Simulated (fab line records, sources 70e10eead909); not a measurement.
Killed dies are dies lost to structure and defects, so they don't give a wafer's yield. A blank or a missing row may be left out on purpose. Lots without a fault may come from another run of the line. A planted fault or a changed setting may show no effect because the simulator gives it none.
Which tool did it? | flow nand_harc | 11 lots, 32 wafers sampled, at 5 steps of a route of 1302

WHAT THE GAUGES READ, wafer by wafer
NHARC_END_SORT_01. Usual: killed_at_array 54, standard deviation 18; killed_at_other 0.9, standard deviation 1.2; killed_at_periphery 4.4, standard deviation 2.9; killed_dies 59, standard deviation 18; killed_open 3.2, standard deviation 1.8; killed_short 2.6, standard deviation 1.8.
lot  | measured     | on        | killed_at_array | killed_at_other | killed_at_periphery | killed_dies | killed_open | killed_short | flag
L408 | day 31 09:53 | prober-01 | 76 65 123       | 1 0 0           | 0 2 0               | 77 67 123   | 4 4 3       | 1 1 2        |
L410 | day 31 17:45 | prober-01 | 47 118          | 0 1             | 5 5                 | 52 124      | 4 2         | 2 2          |

WHICH TOOL RAN EACH LOT (tool, then ch and the chambers of the sampled wafers, then the start)
lot  | NHARC_A_CONTACT_ETCH_49                       | NHARC_A_CONTACT_ETCH_51                       | NHARC_A_CONTACT_ETCH_122             | NHARC_A_CONTACT_ETCH_96
L394 | rie_diel-01 ch 1,2,3, day 22 04:36 or earlier | rie_diel-01 ch 0,3, day 22 04:36 or earlier   | har_cap_etch-02 ch 1, day 22 04:36   | rie_diel-01 ch 0,3, day 22 05:53
L397 | rie_diel-10 ch 0,2,3, day 23 08:11 or earlier | rie_diel-10 ch 0,2,3, day 23 08:11 or earlier | har_cap_etch-03 ch 0,1, day 23 08:11 | rie_diel-01 ch 2,3, day 23 09:28
L401 | rie_diel-01 ch 0,1, day 25 20:09 or earlier   | rie_diel-01 ch 0,1, day 25 20:09 or earlier   | har_cap_etch-02 ch 0,1, day 25 20:09 | rie_diel-01 ch 1,2,3, day 25 21:27
L398 | rie_diel-04 ch 0,1,3, day 25 20:58 or earlier | rie_diel-04 ch 0,2,3, day 25 20:58 or earlier | har_cap_etch-01 ch 0, day 25 20:58   | rie_diel-01 ch 0,2,3, day 25 22:16
L408 | rie_diel-04 ch 2,3, day 27 19:04 or earlier   | rie_diel-04 ch 1,2, day 27 19:04 or earlier   | har_cap_etch-01 ch 0,1, day 27 19:04 | rie_diel-01 ch 0,1,2, day 27 20:18
L410 | rie_diel-01 ch 0, day 28 04:48 or earlier     | rie_diel-01 ch 1,3, day 28 04:48 or earlier   | har_cap_etch-01 ch 0, day 28 04:48   | rie_diel-01 ch 0,2, day 28 06:02
L413 | rie_diel-04 ch 0,2, day 29 21:07 or earlier   | rie_diel-04 ch 1,2, day 29 21:07 or earlier   | har_cap_etch-03 ch 0,1, day 29 21:07 | rie_diel-10 ch 2,3, day 29 22:48
L414 | rie_diel-10 ch 0,2,3, day 29 20:42 or earlier | rie_diel-10 ch 1,2,3, day 29 20:42 or earlier | har_cap_etch-01 ch 0,1, day 29 20:42 | rie_diel-10 ch 0,1,2, day 29 21:59
L415 | rie_diel-04 ch 0,2,3, day 31 06:43 or earlier | rie_diel-04 ch 0,2,3, day 31 06:43 or earlier | har_cap_etch-03 ch 0, day 31 06:43   | rie_diel-04 ch 2,3, day 31 08:02
L416 | rie_diel-01 ch 0,2,3, day 31 06:58 or earlier | rie_diel-01 ch 0,3, day 31 06:58 or earlier   | har_cap_etch-01 ch 0,1, day 31 06:58 | rie_diel-10 ch 0,3, day 31 08:10
L417 | rie_diel-04 ch 0,1,3, day 32 16:39 or earlier | rie_diel-04 ch 0,2, day 32 16:39 or earlier   | har_cap_etch-03 ch 0,1, day 32 16:39 | rie_diel-04 ch 1,2,3, day 32 17:55
- NHARC_A_CONTACT_ETCH_49: etches the open film in N2/H2, target depth 260 nm, time 475.3 s.
- NHARC_A_CONTACT_ETCH_51: etches the open film in O2/COS, target depth 7000 nm, time 1820 s.
- NHARC_A_CONTACT_ETCH_122: etches the open film in C4F8/O2/Ar, time 190 s, target depth 1850 nm.
- NHARC_A_CONTACT_ETCH_96: etches the open film in C4F6/O2, target depth 20 nm, time 10 s.

WHAT THE TOOLS THEMSELVES READ (means of the sampled wafers that have a number; where no wafer has one, the mark that the record gives instead)
NHARC_A_CONTACT_ETCH_49. Usual: drypump_motor_current_A 5.8 A, standard deviation 0.59; oes_product_au 0.999 a.u., standard deviation 0.008; rf_vpp_V 429.9 V, standard deviation 2.4; run_length_s 496.7 s, standard deviation 0.44; showerhead_plenum_p_Torr 2.01 Torr, standard deviation 0.084; throttle_valve_pct 14.170 %, standard deviation 0.0091.
lot  | tool        | drypump_motor_current_A (A) | oes_product_au (a.u.) | rf_vpp_V (V) | run_length_s (s) | showerhead_plenum_p_Torr (Torr) | throttle_valve_pct (%) | flag
L394 | rie_diel-01 | 5.8                         | 0.999                 | 428.7        | 496.9            | 1.98                            | 14.173                 |
L397 | rie_diel-10 | 5.3                         | 1.010                 | 429.1        | 497.0            | 2.02                            | 14.178                 |
L401 | rie_diel-01 | 6.6                         | 0.999                 | 431.5        | 496.6            | 2.03                            | 14.165                 |
L398 | rie_diel-04 | 6.0                         | 0.993                 | 431.4        | 497.0            | 2.11                            | 14.177                 |
L408 | rie_diel-04 | 5.5                         | 0.998                 | 429.5        | 496.6            | 1.98                            | 14.163                 |
L410 | rie_diel-01 | 6.7                         | 1.006                 | 432.4        | 496.4            | 2.09                            | 14.171                 |
L413 | rie_diel-04 | 5.6                         | 0.992                 | 429.5        | 496.3            | 2.00                            | 14.173                 |
L414 | rie_diel-10 | 5.3                         | 1.000                 | 429.0        | 496.7            | 2.00                            | 14.175                 |
L415 | rie_diel-04 | 5.9                         | 0.992                 | 430.1        | 496.7            | 2.05                            | 14.169                 |
L416 | rie_diel-01 | 5.9                         | 1.003                 | 429.4        | 496.5            | 2.01                            | 14.177                 |
L417 | rie_diel-04 | 6.0                         | 0.992                 | 432.4        | 496.7            | 2.09                            | 14.171                 |

NHARC_A_CONTACT_ETCH_51. Usual: drypump_motor_current_A 5.8 A, standard deviation 0.59; oes_product_au 1.001 a.u., standard deviation 0.0089; rf_vpp_V 313.9 V, standard deviation 2; run_length_s 1841.4 s, standard deviation 0.43; showerhead_plenum_p_Torr 3.10 Torr, standard deviation 0.12; throttle_valve_pct 28.329 %, standard deviation 0.0088.
lot  | tool        | drypump_motor_current_A (A) | oes_product_au (a.u.) | rf_vpp_V (V) | run_length_s (s) | showerhead_plenum_p_Torr (Torr) | throttle_valve_pct (%) | flag
L394 | rie_diel-01 | 6.6                         | 1.001                 | 315.9        | 1841.4           | 3.16                            | 28.332                 |
L397 | rie_diel-10 | 5.3                         | 1.016                 | 313.4        | 1841.2           | 3.09                            | 28.332                 |
L401 | rie_diel-01 | 6.7                         | 1.003                 | 314.6        | 1841.2           | 3.11                            | 28.330                 |
L398 | rie_diel-04 | 5.9                         | 0.998                 | 314.6        | 1841.4           | 3.15                            | 28.329                 |
L408 | rie_diel-04 | 5.4                         | 1.006                 | 312.6        | 1840.7           | 3.04                            | 28.333                 |
L410 | rie_diel-01 | 6.2                         | 0.988                 | 311.6        | 1841.5           | 2.99                            | 28.334                 |
L413 | rie_diel-04 | 5.5                         | 1.000                 | 313.9        | 1841.0           | 3.10                            | 28.330                 |
L414 | rie_diel-10 | 5.4                         | 1.010                 | 312.6        | 1841.4           | 3.03                            | 28.335                 |
L415 | rie_diel-04 | 5.9                         | 0.992                 | 314.6        | 1841.7           | 3.13                            | 28.327                 |
L416 | rie_diel-01 | 6.4                         | 0.998                 | 313.3        | 1841.4           | 3.08                            | 28.328                 |
L417 | rie_diel-04 | 5.6                         | 0.992                 | 313.1        | 1841.0           | 3.07                            | 28.332                 |

NHARC_A_CONTACT_ETCH_96. Usual: drypump_motor_current_A 5.8 A, standard deviation 0.6; oes_product_au 0.961 a.u., standard deviation 0.025; rf_vpp_V 546 V, standard deviation 3.1; run_length_s 31.1 s, standard deviation 0.33; showerhead_plenum_p_Torr 3.89 Torr, standard deviation 0.14; throttle_valve_pct 26.903 %, standard deviation 0.0093.
lot  | tool        | drypump_motor_current_A (A) | oes_product_au (a.u.) | rf_vpp_V (V) | run_length_s (s) | showerhead_plenum_p_Torr (Torr) | throttle_valve_pct (%) | flag
L394 | rie_diel-01 | 6.4                         | 0.936                 | 547          | 31.3             | 3.91                            | 26.896                 |
L397 | rie_diel-01 | 5.7                         | 0.943                 | 546          | 31.4             | 3.84                            | 26.908                 |
L401 | rie_diel-01 | 5.8                         | 0.938                 | 543          | 31.5             | 3.79                            | 26.900                 |
L398 | rie_diel-01 | 5.9                         | 1.005                 | 546          | 30.9             | 3.89                            | 26.906                 |
L408 | rie_diel-01 | 6.0                         | 0.938                 | 545          | 30.1             | 3.84                            | 26.897                 | OFF
L410 | rie_diel-01 | 5.8                         | 0.940                 | 546          | 29.6             | 3.91                            | 26.895                 | OFF
L413 | rie_diel-10 | 5.2                         | 0.983                 | 545          | 31.3             | 3.83                            | 26.890                 |
L414 | rie_diel-10 | 5.4                         | 0.945                 | 542          | 31.1             | 3.71                            | 26.906                 |
L415 | rie_diel-04 | 5.5                         | 0.950                 | 545          | 31.1             | 3.82                            | 26.902                 |
L416 | rie_diel-10 | 5.4                         | 0.952                 | 549          | 31.3             | 3.97                            | 26.902                 |
L417 | rie_diel-04 | 5.7                         | 0.942                 | 546          | 30.9             | 3.89                            | 26.901                 |

THE ANSWER, worked out from the rows above alone
Rule: a lot is off if the mean of its wafers that have a number lies more than 3 standard deviations from the usual mean. A lot without any number at a reading at which 4 lots or more have one is off too. The other lots that the step has rows for count as sound. The gauges are gone through in route order, then the tools' own readings, and for those a lot's mean is taken as printed above. The first step at which some lot is off is used, and at that step the reading that is off furthest; a lot without a number counts as furthest.
Off: L408, L410, at NHARC_A_CONTACT_ETCH_96 (run_length_s).
A tool fits if, at that step or a process step before it, it ran every lot that is off, and no sound lot after the first of them. NHARC_A_CONTACT_ETCH_49 gives no start for some lots, so the hours and the order of its lots are those of NHARC_A_CONTACT_ETCH_122. NHARC_A_CONTACT_ETCH_51 gives no start for some lots, so the hours and the order of its lots are those of NHARC_A_CONTACT_ETCH_122. One fits: rie_diel-01 at NHARC_A_CONTACT_ETCH_96. Its last sound lot is L398 (day 25 22:16), its first lot that is off L408 (day 27 20:18): a fault that began between those two fits.
The tool's own readings at NHARC_A_CONTACT_ETCH_96 bear it out: on the lots that are off they differ by more than 5 times the standard deviation of the sound lots' means. run_length_s reads 29.9 s there against 31.2 s on the sound lots.

WHAT THE SIMULATOR HAD PUT IN
Process parameter drift: rie_diel-01, from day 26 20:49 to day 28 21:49, at NHARC_A_CONTACT_ETCH_96. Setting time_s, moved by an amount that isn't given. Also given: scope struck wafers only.
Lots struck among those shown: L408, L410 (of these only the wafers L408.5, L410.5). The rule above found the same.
